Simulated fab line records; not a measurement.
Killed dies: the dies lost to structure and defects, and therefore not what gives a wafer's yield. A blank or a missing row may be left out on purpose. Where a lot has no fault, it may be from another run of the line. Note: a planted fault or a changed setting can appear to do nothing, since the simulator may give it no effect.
Which tool was responsible? :: flow nand-harc :: at 1 step of a route of 1159, 7 lots with 21 wafers sampled

WHAT THE GAUGES SHOWED, per wafer
NHARC_A_BLC_CD_MEAS_19.
lot: L794
measured: day 18 07:34
on: cd-sem-02
cd-nm (nm): 102.0 101.0 100.1

lot: L797
measured: day 18 13:43
on: cd-sem-02
cd-nm (nm): 101.9 100.6 103.8

lot: L801
measured: day 19 17:30
on: cd-sem-03
cd-nm (nm): 99.2 98.3 98.1

lot: L802
measured: day 21 03:03
on: cd-sem-03
cd-nm (nm): 98.0 99.1 99.8

lot: L804
measured: day 21 15:37
on: cd-sem-01
cd-nm (nm): 99.9 98.7 99.4

lot: L810
measured: day 22 07:26
on: cd-sem-03
cd-nm (nm): 99.4 99.9 102.4

lot: L814
measured: day 22 22:18
on: cd-sem-01
cd-nm (nm): 100.5 100.3 99.2

WHICH TOOL RAN EACH LOT (tool, then ch and the chambers of the sampled wafers, then the start)
No process step before these readings appears in the record.

THE ANSWER, worked out from the rows above alone
Rule: the usual values come from the lots themselves. Put in order of their means at a reading, lots are off if they are a third of the lots or fewer, leave a main group of 4 or more, and stand apart from it by a gap of 3 or more times the standard deviation of the main group's means; of several such gaps the widest counts. The tables above print the reading to a certain number of digits; a main group whose means all agree to those digits is not used. A lot without any number at a reading at which 4 lots or more have one is off too. Where the step has rows for the other lots, those lots are counted as sound.
Nothing can be told from this: no lot is off at any reading shown.

WHAT THE SIMULATOR PUT IN
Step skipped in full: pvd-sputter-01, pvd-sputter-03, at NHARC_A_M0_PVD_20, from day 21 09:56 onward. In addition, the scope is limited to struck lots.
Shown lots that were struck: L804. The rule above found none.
